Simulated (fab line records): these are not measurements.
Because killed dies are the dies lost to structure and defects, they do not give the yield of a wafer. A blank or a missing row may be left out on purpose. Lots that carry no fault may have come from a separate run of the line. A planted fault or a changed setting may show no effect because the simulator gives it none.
The tool behind it: which one? / flow n5 finfet / 72 wafers from 24 lots sampled at 6 of the route's 1938 steps

## WHAT THE GAUGES SHOWED, per wafer
N5_BEOL_M12_INSPECT_12: inspects for defects (macro).
lot=L075; measured=day 10 15:31; on=defect inspect-01; raw defect count=4 4 3
lot=L074; measured=day 11 02:58; on=defect inspect-01; raw defect count=2 3 2
lot=L076; measured=day 11 03:23; on=defect inspect-02; raw defect count=1 1 2
lot=L078; measured=day 11 22:07; on=defect inspect-02; raw defect count=1 2 1
lot=L077; measured=day 12 00:08; on=defect inspect-02; raw defect count=0 2 0
lot=L080; measured=day 12 00:21; on=defect inspect-02; raw defect count=5 4 1
lot=L079; measured=day 12 04:11; on=defect inspect-02; raw defect count=3 5 0
lot=L081; measured=day 12 07:14; on=defect inspect-02; raw defect count=3 2 1
lot=L082; measured=day 12 22:07; on=defect inspect-01; raw defect count=1 0 4
lot=L083; measured=day 13 11:00; on=defect inspect-02; raw defect count=2 3 2
lot=L085; measured=day 13 10:50; on=defect inspect-01; raw defect count=1 2 0
lot=L084; measured=day 13 10:28; on=defect inspect-01; raw defect count=0 0 2
lot=L086; measured=day 13 14:54; on=defect inspect-02; raw defect count=3 1 1
lot=L087; measured=day 13 17:38; on=defect inspect-01; raw defect count=2 4 1
lot=L088; measured=day 14 00:28; on=defect inspect-01; raw defect count=2 1 2
lot=L091; measured=day 14 23:30; on=defect inspect-01; raw defect count=2 1 2
lot=L089; measured=day 15 02:57; on=defect inspect-02; raw defect count=2 3 2
lot=L090; measured=day 15 05:13; on=defect inspect-01; raw defect count=1 3 2
lot=L093; measured=day 15 07:49; on=defect inspect-01; raw defect count=4 4 1
lot=L092; measured=day 15 13:25; on=defect inspect-01; raw defect count=4 3 0
lot=L095; measured=day 16 06:37; on=defect inspect-02; raw defect count=3 1 3
lot=L094; measured=day 16 07:06; on=defect inspect-01; raw defect count=4 1 3
lot=L096; measured=day 16 12:08; on=defect inspect-02; raw defect count=3 2 4
lot=L097; measured=day 16 13:37; on=defect inspect-01; raw defect count=1 5 2

N5_BEOL_M12_INSPECT_30: inspects for defects (macro).
lot=L075; measured=day 10 16:32; on=defect inspect-01; raw defect count=0 1 2
lot=L074; measured=day 11 03:59; on=defect inspect-02; raw defect count=3 1 3
lot=L076; measured=day 11 04:18; on=defect inspect-01; raw defect count=3 1 1
lot=L078; measured=day 11 23:02; on=defect inspect-01; raw defect count=3 5 6
lot=L077; measured=day 12 01:10; on=defect inspect-02; raw defect count=1 1 2
lot=L080; measured=day 12 01:29; on=defect inspect-01; raw defect count=3 2 3
lot=L079; measured=day 12 05:06; on=defect inspect-02; raw defect count=2 1 5
lot=L081; measured=day 12 08:10; on=defect inspect-01; raw defect count=1 0 2
lot=L082; measured=day 12 23:13; on=defect inspect-02; raw defect count=1 2 1
lot=L083; measured=day 13 12:13; on=defect inspect-02; raw defect count=1 0 2
lot=L085; measured=day 13 11:53; on=defect inspect-02; raw defect count=1 1 2
lot=L084; measured=day 13 11:31; on=defect inspect-02; raw defect count=2 2 2
lot=L086; measured=day 13 16:01; on=defect inspect-01; raw defect count=5 2 3
lot=L087; measured=day 13 18:32; on=defect inspect-01; raw defect count=2 2 1
lot=L088; measured=day 14 01:25; on=defect inspect-02; raw defect count=1 2 0
lot=L091; measured=day 15 00:49; on=defect inspect-02; raw defect count=1 1 6
lot=L089; measured=day 15 04:04; on=defect inspect-02; raw defect count=5 2 4
lot=L090; measured=day 15 07:11; on=defect inspect-01; raw defect count=5 1 2
lot=L093; measured=day 15 08:53; on=defect inspect-01; raw defect count=2 3 2
lot=L092; measured=day 15 15:32; on=defect inspect-02; raw defect count=1 1 1
lot=L095; measured=day 16 07:38; on=defect inspect-01; raw defect count=3 2 2
lot=L094; measured=day 16 08:02; on=defect inspect-01; raw defect count=2 3 2
lot=L096; measured=day 16 13:11; on=defect inspect-01; raw defect count=3 0 0
lot=L097; measured=day 16 14:35; on=defect inspect-02; raw defect count=3 4 3

N5_BEOL_M12_THK_MEAS_50: measures by xrf.
lot=L075; measured=day 10 20:53; on=film metro-01; M12_THK (nm)=343 341 338
lot=L074; measured=day 11 08:16; on=film metro-02; M12_THK (nm)=341 346 336
lot=L076; measured=day 11 12:39; on=film metro-02; M12_THK (nm)=340 334 332
lot=L078; measured=day 12 03:55; on=film metro-01; M12_THK (nm)=333 333 330
lot=L077; measured=day 12 04:16; on=film metro-01; M12_THK (nm)=338 335 336
lot=L080; measured=day 12 04:31; on=film metro-01; M12_THK (nm)=334 344 337
lot=L079; measured=day 12 09:50; on=film metro-01; M12_THK (nm)=335 333 340
lot=L081; measured=day 12 10:38; on=film metro-02; M12_THK (nm)=337 339 341
lot=L082; measured=day 13 03:00; on=film metro-01; M12_THK (nm)=353 339 341
lot=L083; measured=day 13 17:17; on=film metro-01; M12_THK (nm)=345 345 343
lot=L085; measured=day 13 16:24; on=film metro-02; M12_THK (nm)=336 345 333
lot=L084; measured=day 13 14:58; on=film metro-01; M12_THK (nm)=339 350 343
lot=L086; measured=day 13 23:20; on=film metro-01; M12_THK (nm)=339 342 335
lot=L087; measured=day 14 01:38; on=film metro-02; M12_THK (nm)=326 336 327
lot=L088; measured=day 14 07:53; on=film metro-01; M12_THK (nm)=337 339 329
lot=L091; measured=day 15 06:44; on=film metro-02; M12_THK (nm)=337 322 344
lot=L089; measured=day 15 06:49; on=film metro-01; M12_THK (nm)=340 348 331
lot=L090; measured=day 15 10:16; on=film metro-01; M12_THK (nm)=323 331 337
lot=L093; measured=day 15 13:55; on=film metro-02; M12_THK (nm)=335 338 323
lot=L092; measured=day 15 19:40; on=film metro-02; M12_THK (nm)=344 342 337
lot=L095; measured=day 16 11:17; on=film metro-02; M12_THK (nm)=332 329 336
lot=L094; measured=day 16 11:32; on=film metro-02; M12_THK (nm)=336 346 336
lot=L096; measured=day 16 19:22; on=film metro-02; M12_THK (nm)=338 345 344
lot=L097; measured=day 16 20:23; on=film metro-02; M12_THK (nm)=324 333 340

## TOOL THAT RAN EACH LOT (tool first, then ch and the chambers of the sampled wafers, then the start)
lot=L075; N5_BEOL_M11_ETCH_61=rie diel-01 ch 2,3, day 10 10:28; N5_BEOL_M11_DESCUM_33=rie diel-01 ch 0,1,2, day 10 11:32; N5_BEOL_M12_DESCUM_15=rie diel-06 ch 0,1,3, day 10 15:32
lot=L074; N5_BEOL_M11_ETCH_61=rie diel-04 ch 0,1,3, day 10 19:02; N5_BEOL_M11_DESCUM_33=rie diel-01 ch 0,2,3, day 10 22:15; N5_BEOL_M12_DESCUM_15=rie diel-06 ch 1,2, day 11 02:59
lot=L076; N5_BEOL_M11_ETCH_61=rie diel-04 ch 0,2,3, day 10 19:23; N5_BEOL_M11_DESCUM_33=rie diel-01 ch 0,1,2, day 10 22:43; N5_BEOL_M12_DESCUM_15=rie diel-06 ch 0,1,2, day 11 03:25
lot=L078; N5_BEOL_M11_ETCH_61=rie diel-01 ch 0,3, day 11 16:14; N5_BEOL_M11_DESCUM_33=rie diel-04 ch 1,2,3, day 11 18:14; N5_BEOL_M12_DESCUM_15=rie diel-02 ch 1,3, day 11 22:09
lot=L077; N5_BEOL_M11_ETCH_61=rie diel-04 ch 1,2, day 11 19:32; N5_BEOL_M11_DESCUM_33=rie diel-04 ch 1,2,3, day 11 20:22; N5_BEOL_M12_DESCUM_15=rie diel-03 ch 0,1,3, day 12 00:10
lot=L080; N5_BEOL_M11_ETCH_61=rie diel-04 ch 1,2,3, day 11 19:49; N5_BEOL_M11_DESCUM_33=rie diel-05 ch 1,3, day 11 20:45; N5_BEOL_M12_DESCUM_15=rie diel-06 ch 0,2,3, day 12 00:29
lot=L079; N5_BEOL_M11_ETCH_61=rie diel-04 ch 1,2, day 11 22:58; N5_BEOL_M11_DESCUM_33=rie diel-01 ch 1,2,3, day 12 00:07; N5_BEOL_M12_DESCUM_15=rie diel-06 ch 1,2, day 12 04:14
lot=L081; N5_BEOL_M11_ETCH_61=rie diel-01 ch 1,3, day 12 02:55; N5_BEOL_M11_DESCUM_33=rie diel-05 ch 0,2,3, day 12 03:50; N5_BEOL_M12_DESCUM_15=rie diel-03 ch 0,1,3, day 12 07:17
lot=L082; N5_BEOL_M11_ETCH_61=rie diel-01 ch 0,1,3, day 12 16:37; N5_BEOL_M11_DESCUM_33=rie diel-05 ch 0,1,2, day 12 17:57; N5_BEOL_M12_DESCUM_15=rie diel-02 ch 0,1,2, day 12 22:13
lot=L083; N5_BEOL_M11_ETCH_61=rie diel-05 ch 0,1, day 13 05:21; N5_BEOL_M11_DESCUM_33=rie diel-04 ch 1,2,3, day 13 07:09; N5_BEOL_M12_DESCUM_15=rie diel-02 ch 1,2,3, day 13 11:13
lot=L085; N5_BEOL_M11_ETCH_61=rie diel-04 ch 2,3, day 13 05:35; N5_BEOL_M11_DESCUM_33=rie diel-05 ch 0,1,3, day 13 07:01; N5_BEOL_M12_DESCUM_15=rie diel-02 ch 0,2,3, day 13 10:53
lot=L084; N5_BEOL_M11_ETCH_61=rie diel-05 ch 1,2,3, day 13 05:43; N5_BEOL_M11_DESCUM_33=rie diel-04 ch 1,2,3, day 13 06:41; N5_BEOL_M12_DESCUM_15=rie diel-02 ch 0,2, day 13 10:38
lot=L086; N5_BEOL_M11_ETCH_61=rie diel-05 ch 0,1, day 13 07:52; N5_BEOL_M11_DESCUM_33=rie diel-05 ch 0,1,2, day 13 11:09; N5_BEOL_M12_DESCUM_15=rie diel-02 ch 2,3, day 13 14:56
lot=L087; N5_BEOL_M11_ETCH_61=rie diel-01 ch 1,2,3, day 13 12:15; N5_BEOL_M11_DESCUM_33=rie diel-04 ch 1,2,3, day 13 13:10; N5_BEOL_M12_DESCUM_15=rie diel-03 ch 0,1,3, day 13 17:40
lot=L088; N5_BEOL_M11_ETCH_61=rie diel-05 ch 1,3, day 13 17:20; N5_BEOL_M11_DESCUM_33=rie diel-04 ch 0,1,2, day 13 20:18; N5_BEOL_M12_DESCUM_15=rie diel-02 ch 2,3, day 14 00:32
lot=L091; N5_BEOL_M11_ETCH_61=rie diel-04 ch 1,2,3, day 14 17:24; N5_BEOL_M11_DESCUM_33=rie diel-04 ch 0,1,2, day 14 19:39; N5_BEOL_M12_DESCUM_15=rie diel-03 ch 1,2,3, day 14 23:56
lot=L089; N5_BEOL_M11_ETCH_61=rie diel-05 ch 1,2, day 14 21:18; N5_BEOL_M11_DESCUM_33=rie diel-01 ch 0,1,2, day 14 22:20; N5_BEOL_M12_DESCUM_15=rie diel-03 ch 0,2, day 15 03:03
lot=L090; N5_BEOL_M11_ETCH_61=rie diel-01 ch 0,1,2, day 14 21:41; N5_BEOL_M11_DESCUM_33=rie diel-05 ch 1,2,3, day 14 23:53; N5_BEOL_M12_DESCUM_15=rie diel-06 ch 0,1,3, day 15 06:11
lot=L093; N5_BEOL_M11_ETCH_61=rie diel-05 ch 1,3, day 15 01:10; N5_BEOL_M11_DESCUM_33=rie diel-01 ch 2,3, day 15 03:57; N5_BEOL_M12_DESCUM_15=rie diel-03 ch 0,2,3, day 15 07:53
lot=L092; N5_BEOL_M11_ETCH_61=rie diel-05 ch 1,3, day 15 05:07; N5_BEOL_M11_DESCUM_33=rie diel-05 ch 1,3, day 15 08:58; N5_BEOL_M12_DESCUM_15=rie diel-03 ch 0,2,3, day 15 14:32
lot=L095; N5_BEOL_M11_ETCH_61=rie diel-04 ch 1,2,3, day 16 00:59; N5_BEOL_M11_DESCUM_33=rie diel-04 ch 1,2, day 16 02:47; N5_BEOL_M12_DESCUM_15=rie diel-06 ch 1,2, day 16 06:44
lot=L094; N5_BEOL_M11_ETCH_61=rie diel-05 ch 0,3, day 16 01:13; N5_BEOL_M11_DESCUM_33=rie diel-01 ch 1,2, day 16 03:26; N5_BEOL_M12_DESCUM_15=rie diel-06 ch 0,1, day 16 07:08
lot=L096; N5_BEOL_M11_ETCH_61=rie diel-05 ch 0,1, day 16 05:24; N5_BEOL_M11_DESCUM_33=rie diel-01 ch 1,3, day 16 07:20; N5_BEOL_M12_DESCUM_15=rie diel-02 ch 2,3, day 16 12:11
lot=L097; N5_BEOL_M11_ETCH_61=rie diel-04 ch 0,1,2, day 16 08:23; N5_BEOL_M11_DESCUM_33=rie diel-01 ch 0,2,3, day 16 09:44; N5_BEOL_M12_DESCUM_15=rie diel-02 ch 0,2,3, day 16 13:42
- N5_BEOL_M11_ETCH_61: etches SiARC in CF4, target depth 39 nm, time 65 s.
- N5_BEOL_M11_DESCUM_33: chemistry O2, time 7.9 s.
- N5_BEOL_M12_DESCUM_15: chemistry O2, time 7.9 s.

## WHAT THE TOOLS THEMSELVES READ (means of the sampled wafers that have a number; where no wafer has one, the mark that the record gives instead)
N5_BEOL_M11_ETCH_61.
lot=L075; tool=rie diel-01; bias w (W)=36.04; drypump motor current A (A)=5.3; etch rf on time s (s)=64.4; oes product au (a.u.)=0.76; rf vpp V (V)=183.7; showerhead plenum p Torr (Torr)=2.11; throttle valve pct (%)=15.5
lot=L074; tool=rie diel-04; bias w (W)=36.03; drypump motor current A (A)=5.8; etch rf on time s (s)=64.6; oes product au (a.u.)=0.70; rf vpp V (V)=184.1; showerhead plenum p Torr (Torr)=2.18; throttle valve pct (%)=15.5
lot=L076; tool=rie diel-04; bias w (W)=35.88; drypump motor current A (A)=6.1; etch rf on time s (s)=64.2; oes product au (a.u.)=0.69; rf vpp V (V)=183.8; showerhead plenum p Torr (Torr)=2.15; throttle valve pct (%)=15.6
lot=L078; tool=rie diel-01; bias w (W)=36.01; drypump motor current A (A)=6.2; etch rf on time s (s)=63.6; oes product au (a.u.)=0.72; rf vpp V (V)=184.6; showerhead plenum p Torr (Torr)=2.21; throttle valve pct (%)=15.6
lot=L077; tool=rie diel-04; bias w (W)=35.95; drypump motor current A (A)=6.2; etch rf on time s (s)=65.4; oes product au (a.u.)=0.62; rf vpp V (V)=183.8; showerhead plenum p Torr (Torr)=2.09; throttle valve pct (%)=15.9
lot=L080; tool=rie diel-04; bias w (W)=36.00; drypump motor current A (A)=5.8; etch rf on time s (s)=64.4; oes product au (a.u.)=0.69; rf vpp V (V)=184.3; showerhead plenum p Torr (Torr)=2.13; throttle valve pct (%)=15.6
lot=L079; tool=rie diel-04; bias w (W)=35.98; drypump motor current A (A)=6.2; etch rf on time s (s)=65.9; oes product au (a.u.)=0.62; rf vpp V (V)=182.6; showerhead plenum p Torr (Torr)=2.09; throttle valve pct (%)=15.9
lot=L081; tool=rie diel-01; bias w (W)=36.03; drypump motor current A (A)=5.3; etch rf on time s (s)=61.4; oes product au (a.u.)=0.72; rf vpp V (V)=184.8; showerhead plenum p Torr (Torr)=2.16; throttle valve pct (%)=15.5
lot=L082; tool=rie diel-01; bias w (W)=35.98; drypump motor current A (A)=5.8; etch rf on time s (s)=63.1; oes product au (a.u.)=0.71; rf vpp V (V)=184.8; showerhead plenum p Torr (Torr)=2.18; throttle valve pct (%)=15.5
lot=L083; tool=rie diel-05; bias w (W)=36.01; drypump motor current A (A)=5.7; etch rf on time s (s)=67.2; oes product au (a.u.)=0.61; rf vpp V (V)=183.5; showerhead plenum p Torr (Torr)=2.11; throttle valve pct (%)=15.7
lot=L085; tool=rie diel-04; bias w (W)=35.96; drypump motor current A (A)=6.1; etch rf on time s (s)=65.2; oes product au (a.u.)=0.67; rf vpp V (V)=182.8; showerhead plenum p Torr (Torr)=2.10; throttle valve pct (%)=15.7
lot=L084; tool=rie diel-05; bias w (W)=36.06; drypump motor current A (A)=5.8; etch rf on time s (s)=65.4; oes product au (a.u.)=0.63; rf vpp V (V)=183.2; showerhead plenum p Torr (Torr)=2.11; throttle valve pct (%)=15.8
lot=L086; tool=rie diel-05; bias w (W)=35.97; drypump motor current A (A)=5.8; etch rf on time s (s)=66.5; oes product au (a.u.)=0.62; rf vpp V (V)=183.9; showerhead plenum p Torr (Torr)=2.11; throttle valve pct (%)=15.8
lot=L087; tool=rie diel-01; bias w (W)=35.96; drypump motor current A (A)=5.3; etch rf on time s (s)=63.5; oes product au (a.u.)=0.72; rf vpp V (V)=183.8; showerhead plenum p Torr (Torr)=2.13; throttle valve pct (%)=15.5
lot=L088; tool=rie diel-05; bias w (W)=35.98; drypump motor current A (A)=6.1; etch rf on time s (s)=65.5; oes product au (a.u.)=0.65; rf vpp V (V)=184.4; showerhead plenum p Torr (Torr)=2.12; throttle valve pct (%)=16.0
lot=L091; tool=rie diel-04; bias w (W)=35.93; drypump motor current A (A)=5.8; etch rf on time s (s)=65.1; oes product au (a.u.)=0.66; rf vpp V (V)=184.3; showerhead plenum p Torr (Torr)=2.13; throttle valve pct (%)=15.6
lot=L089; tool=rie diel-05; bias w (W)=36.05; drypump motor current A (A)=5.6; etch rf on time s (s)=66.3; oes product au (a.u.)=0.60; rf vpp V (V)=183.4; showerhead plenum p Torr (Torr)=2.06; throttle valve pct (%)=15.8
lot=L090; tool=rie diel-01; bias w (W)=36.05; drypump motor current A (A)=5.9; etch rf on time s (s)=64.9; oes product au (a.u.)=0.70; rf vpp V (V)=184.3; showerhead plenum p Torr (Torr)=2.15; throttle valve pct (%)=15.4
lot=L093; tool=rie diel-05; bias w (W)=36.06; drypump motor current A (A)=5.9; etch rf on time s (s)=67.1; oes product au (a.u.)=0.61; rf vpp V (V)=182.8; showerhead plenum p Torr (Torr)=2.07; throttle valve pct (%)=16.0
lot=L092; tool=rie diel-05; bias w (W)=36.01; drypump motor current A (A)=6.0; etch rf on time s (s)=66.5; oes product au (a.u.)=0.61; rf vpp V (V)=182.4; showerhead plenum p Torr (Torr)=2.07; throttle valve pct (%)=16.0
lot=L095; tool=rie diel-04; bias w (W)=35.94; drypump motor current A (A)=5.8; etch rf on time s (s)=65.1; oes product au (a.u.)=0.66; rf vpp V (V)=184.1; showerhead plenum p Torr (Torr)=2.12; throttle valve pct (%)=15.7
lot=L094; tool=rie diel-05; bias w (W)=35.90; drypump motor current A (A)=6.0; etch rf on time s (s)=64.4; oes product au (a.u.)=0.65; rf vpp V (V)=185.2; showerhead plenum p Torr (Torr)=2.18; throttle valve pct (%)=15.9
lot=L096; tool=rie diel-05; bias w (W)=36.02; drypump motor current A (A)=5.7; etch rf on time s (s)=66.1; oes product au (a.u.)=0.62; rf vpp V (V)=184.1; showerhead plenum p Torr (Torr)=2.17; throttle valve pct (%)=15.6
lot=L097; tool=rie diel-04; bias w (W)=35.97; drypump motor current A (A)=6.2; etch rf on time s (s)=65.1; oes product au (a.u.)=0.66; rf vpp V (V)=183.4; showerhead plenum p Torr (Torr)=2.12; throttle valve pct (%)=15.7

N5_BEOL_M11_DESCUM_33.
lot=L075; tool=rie diel-01; bias power w (W)=19.94; drypump motor current A (A)=5.8; oes product au (a.u.)=0.87; rf vpp V (V)=242.3; showerhead plenum p Torr (Torr)=2.13; throttle valve pct (%)=20.29
lot=L074; tool=rie diel-01; bias power w (W)=20.04; drypump motor current A (A)=5.8; oes product au (a.u.)=0.86; rf vpp V (V)=243.0; showerhead plenum p Torr (Torr)=2.13; throttle valve pct (%)=20.49
lot=L076; tool=rie diel-01; bias power w (W)=19.96; drypump motor current A (A)=5.8; oes product au (a.u.)=0.87; rf vpp V (V)=243.5; showerhead plenum p Torr (Torr)=2.13; throttle valve pct (%)=20.30
lot=L078; tool=rie diel-04; bias power w (W)=20.06; drypump motor current A (A)=5.8; oes product au (a.u.)=0.80; rf vpp V (V)=243.5; showerhead plenum p Torr (Torr)=2.07; throttle valve pct (%)=20.37
lot=L077; tool=rie diel-04; bias power w (W)=20.00; drypump motor current A (A)=5.8; oes product au (a.u.)=0.80; rf vpp V (V)=242.5; showerhead plenum p Torr (Torr)=2.07; throttle valve pct (%)=20.37
lot=L080; tool=rie diel-05; bias power w (W)=19.95; drypump motor current A (A)=6.1; oes product au (a.u.)=0.77; rf vpp V (V)=243.3; showerhead plenum p Torr (Torr)=2.07; throttle valve pct (%)=20.78
lot=L079; tool=rie diel-01; bias power w (W)=20.00; drypump motor current A (A)=5.4; oes product au (a.u.)=0.85; rf vpp V (V)=243.4; showerhead plenum p Torr (Torr)=2.10; throttle valve pct (%)=20.39
lot=L081; tool=rie diel-05; bias power w (W)=20.01; drypump motor current A (A)=5.7; oes product au (a.u.)=0.76; rf vpp V (V)=243.7; showerhead plenum p Torr (Torr)=2.12; throttle valve pct (%)=20.43
lot=L082; tool=rie diel-05; bias power w (W)=20.02; drypump motor current A (A)=5.6; oes product au (a.u.)=0.73; rf vpp V (V)=243.2; showerhead plenum p Torr (Torr)=2.08; throttle valve pct (%)=20.41
lot=L083; tool=rie diel-04; bias power w (W)=19.98; drypump motor current A (A)=5.8; oes product au (a.u.)=0.78; rf vpp V (V)=243.6; showerhead plenum p Torr (Torr)=2.07; throttle valve pct (%)=20.38
lot=L085; tool=rie diel-05; bias power w (W)=20.00; drypump motor current A (A)=5.9; oes product au (a.u.)=0.75; rf vpp V (V)=244.1; showerhead plenum p Torr (Torr)=2.09; throttle valve pct (%)=20.60
lot=L084; tool=rie diel-04; bias power w (W)=19.98; drypump motor current A (A)=5.8; oes product au (a.u.)=0.79; rf vpp V (V)=243.4; showerhead plenum p Torr (Torr)=2.07; throttle valve pct (%)=20.38
lot=L086; tool=rie diel-05; bias power w (W)=20.04; drypump motor current A (A)=5.6; oes product au (a.u.)=0.74; rf vpp V (V)=242.5; showerhead plenum p Torr (Torr)=2.08; throttle valve pct (%)=20.42
lot=L087; tool=rie diel-04; bias power w (W)=20.01; drypump motor current A (A)=5.8; oes product au (a.u.)=0.78; rf vpp V (V)=243.7; showerhead plenum p Torr (Torr)=2.07; throttle valve pct (%)=20.39
lot=L088; tool=rie diel-04; bias power w (W)=20.02; drypump motor current A (A)=6.2; oes product au (a.u.)=0.80; rf vpp V (V)=242.2; showerhead plenum p Torr (Torr)=2.07; throttle valve pct (%)=20.51
lot=L091; tool=rie diel-04; bias power w (W)=20.09; drypump motor current A (A)=6.2; oes product au (a.u.)=0.79; rf vpp V (V)=242.7; showerhead plenum p Torr (Torr)=2.07; throttle valve pct (%)=20.53
lot=L089; tool=rie diel-01; bias power w (W)=20.05; drypump motor current A (A)=5.8; oes product au (a.u.)=0.84; rf vpp V (V)=243.8; showerhead plenum p Torr (Torr)=2.12; throttle valve pct (%)=20.33
lot=L090; tool=rie diel-05; bias power w (W)=20.00; drypump motor current A (A)=5.8; oes product au (a.u.)=0.73; rf vpp V (V)=242.5; showerhead plenum p Torr (Torr)=2.05; throttle valve pct (%)=20.65
lot=L093; tool=rie diel-01; bias power w (W)=19.97; drypump motor current A (A)=5.3; oes product au (a.u.)=0.83; rf vpp V (V)=242.3; showerhead plenum p Torr (Torr)=2.06; throttle valve pct (%)=20.54
lot=L092; tool=rie diel-05; bias power w (W)=19.99; drypump motor current A (A)=6.1; oes product au (a.u.)=0.74; rf vpp V (V)=243.0; showerhead plenum p Torr (Torr)=2.06; throttle valve pct (%)=20.83
lot=L095; tool=rie diel-04; bias power w (W)=19.95; drypump motor current A (A)=6.1; oes product au (a.u.)=0.71; rf vpp V (V)=242.3; showerhead plenum p Torr (Torr)=2.02; throttle valve pct (%)=20.72
lot=L094; tool=rie diel-01; bias power w (W)=20.05; drypump motor current A (A)=5.4; oes product au (a.u.)=0.83; rf vpp V (V)=242.7; showerhead plenum p Torr (Torr)=2.06; throttle valve pct (%)=20.35
lot=L096; tool=rie diel-01; bias power w (W)=20.02; drypump motor current A (A)=5.3; oes product au (a.u.)=0.80; rf vpp V (V)=244.5; showerhead plenum p Torr (Torr)=2.12; throttle valve pct (%)=20.50
lot=L097; tool=rie diel-01; bias power w (W)=20.04; drypump motor current A (A)=5.8; oes product au (a.u.)=0.81; rf vpp V (V)=243.1; showerhead plenum p Torr (Torr)=2.12; throttle valve pct (%)=20.55

N5_BEOL_M12_DESCUM_15.
lot=L075; tool=rie diel-06; bias power w (W)=20.04; drypump motor current A (A)=6.0; oes product au (a.u.)=0.80; rf vpp V (V)=244.3; showerhead plenum p Torr (Torr)=2.15; throttle valve pct (%)=20.25
lot=L074; tool=rie diel-06; bias power w (W)=19.96; drypump motor current A (A)=5.8; oes product au (a.u.)=0.79; rf vpp V (V)=242.6; showerhead plenum p Torr (Torr)=2.06; throttle valve pct (%)=20.35
lot=L076; tool=rie diel-06; bias power w (W)=20.00; drypump motor current A (A)=5.8; oes product au (a.u.)=0.81; rf vpp V (V)=243.8; showerhead plenum p Torr (Torr)=2.12; throttle valve pct (%)=20.22
lot=L078; tool=rie diel-02; bias power w (W)=19.98; drypump motor current A (A)=5.4; oes product au (a.u.)=0.87; rf vpp V (V)=243.9; showerhead plenum p Torr (Torr)=2.12; throttle valve pct (%)=20.00
lot=L077; tool=rie diel-03; bias power w (W)=20.00; drypump motor current A (A)=5.8; oes product au (a.u.)=0.82; rf vpp V (V)=243.7; showerhead plenum p Torr (Torr)=2.15; throttle valve pct (%)=20.49
lot=L080; tool=rie diel-06; bias power w (W)=20.00; drypump motor current A (A)=5.7; oes product au (a.u.)=0.81; rf vpp V (V)=244.3; showerhead plenum p Torr (Torr)=2.17; throttle valve pct (%)=20.09
lot=L079; tool=rie diel-06; bias power w (W)=19.97; drypump motor current A (A)=5.8; oes product au (a.u.)=0.78; rf vpp V (V)=243.0; showerhead plenum p Torr (Torr)=2.06; throttle valve pct (%)=20.37
lot=L081; tool=rie diel-03; bias power w (W)=20.02; drypump motor current A (A)=5.8; oes product au (a.u.)=0.82; rf vpp V (V)=244.1; showerhead plenum p Torr (Torr)=2.15; throttle valve pct (%)=20.50
lot=L082; tool=rie diel-02; bias power w (W)=19.95; drypump motor current A (A)=5.9; oes product au (a.u.)=0.90; rf vpp V (V)=243.8; showerhead plenum p Torr (Torr)=2.07; throttle valve pct (%)=20.27
lot=L083; tool=rie diel-02; bias power w (W)=20.02; drypump motor current A (A)=5.4; oes product au (a.u.)=0.87; rf vpp V (V)=242.2; showerhead plenum p Torr (Torr)=2.09; throttle valve pct (%)=20.13
lot=L085; tool=rie diel-02; bias power w (W)=19.94; drypump motor current A (A)=5.7; oes product au (a.u.)=0.85; rf vpp V (V)=243.1; showerhead plenum p Torr (Torr)=2.06; throttle valve pct (%)=20.36
lot=L084; tool=rie diel-02; bias power w (W)=20.05; drypump motor current A (A)=6.2; oes product au (a.u.)=0.89; rf vpp V (V)=242.6; showerhead plenum p Torr (Torr)=2.03; throttle valve pct (%)=20.50
lot=L086; tool=rie diel-02; bias power w (W)=19.96; drypump motor current A (A)=5.1; oes product au (a.u.)=0.82; rf vpp V (V)=243.4; showerhead plenum p Torr (Torr)=2.09; throttle valve pct (%)=20.22
lot=L087; tool=rie diel-03; bias power w (W)=20.03; drypump motor current A (A)=5.8; oes product au (a.u.)=0.81; rf vpp V (V)=243.2; showerhead plenum p Torr (Torr)=2.15; throttle valve pct (%)=20.52
lot=L088; tool=rie diel-02; bias power w (W)=20.03; drypump motor current A (A)=5.1; oes product au (a.u.)=0.81; rf vpp V (V)=243.0; showerhead plenum p Torr (Torr)=2.09; throttle valve pct (%)=20.22
lot=L091; tool=rie diel-03; bias power w (W)=19.99; drypump motor current A (A)=5.6; oes product au (a.u.)=0.81; rf vpp V (V)=244.5; showerhead plenum p Torr (Torr)=2.18; throttle valve pct (%)=20.50
lot=L089; tool=rie diel-03; bias power w (W)=19.99; drypump motor current A (A)=5.7; oes product au (a.u.)=0.80; rf vpp V (V)=243.5; showerhead plenum p Torr (Torr)=2.16; throttle valve pct (%)=20.66
lot=L090; tool=rie diel-06; bias power w (W)=20.02; drypump motor current A (A)=6.0; oes product au (a.u.)=0.77; rf vpp V (V)=244.3; showerhead plenum p Torr (Torr)=2.13; throttle valve pct (%)=20.32
lot=L093; tool=rie diel-03; bias power w (W)=19.95; drypump motor current A (A)=5.8; oes product au (a.u.)=0.78; rf vpp V (V)=244.3; showerhead plenum p Torr (Torr)=2.13; throttle valve pct (%)=20.58
lot=L092; tool=rie diel-03; bias power w (W)=20.02; drypump motor current A (A)=5.7; oes product au (a.u.)=0.79; rf vpp V (V)=243.1; showerhead plenum p Torr (Torr)=2.12; throttle valve pct (%)=20.60
lot=L095; tool=rie diel-06; bias power w (W)=20.01; drypump motor current A (A)=5.8; oes product au (a.u.)=0.74; rf vpp V (V)=242.6; showerhead plenum p Torr (Torr)=2.05; throttle valve pct (%)=20.43
lot=L094; tool=rie diel-06; bias power w (W)=19.97; drypump motor current A (A)=6.1; oes product au (a.u.)=0.74; rf vpp V (V)=242.6; showerhead plenum p Torr (Torr)=2.08; throttle valve pct (%)=20.48
lot=L096; tool=rie diel-02; bias power w (W)=20.03; drypump motor current A (A)=5.1; oes product au (a.u.)=0.80; rf vpp V (V)=242.6; showerhead plenum p Torr (Torr)=2.09; throttle valve pct (%)=20.25
lot=L097; tool=rie diel-02; bias power w (W)=19.97; drypump motor current A (A)=5.7; oes product au (a.u.)=0.82; rf vpp V (V)=243.3; showerhead plenum p Torr (Torr)=2.06; throttle valve pct (%)=20.38

## THE ANSWER, worked out from the rows above alone
Rule: what is usual is taken from the lots themselves. Put in order of their means at a reading, lots are off if they are a third of the lots or fewer, leave a main group of 4 or more, and stand apart from it by a gap of 3 or more times the standard deviation of the main group's means; of several such gaps the widest counts. A main group whose means are all the same, to the digits that the tables above print for the reading, isn't used. Also off: a lot with no number at a reading for which 4 or more lots have one. The other lots that the step has rows for count as sound. Order of review: gauges by route order, followed by the tools' own readings, for which a lot's mean as printed above is used. At the first step where some lot is off, the reading lying furthest off is the one used; lots without a number count as furthest.
Across all readings shown, no lot is off: no conclusion can be drawn from this.

## WHAT HAD BEEN PUT IN BY THE SIMULATOR
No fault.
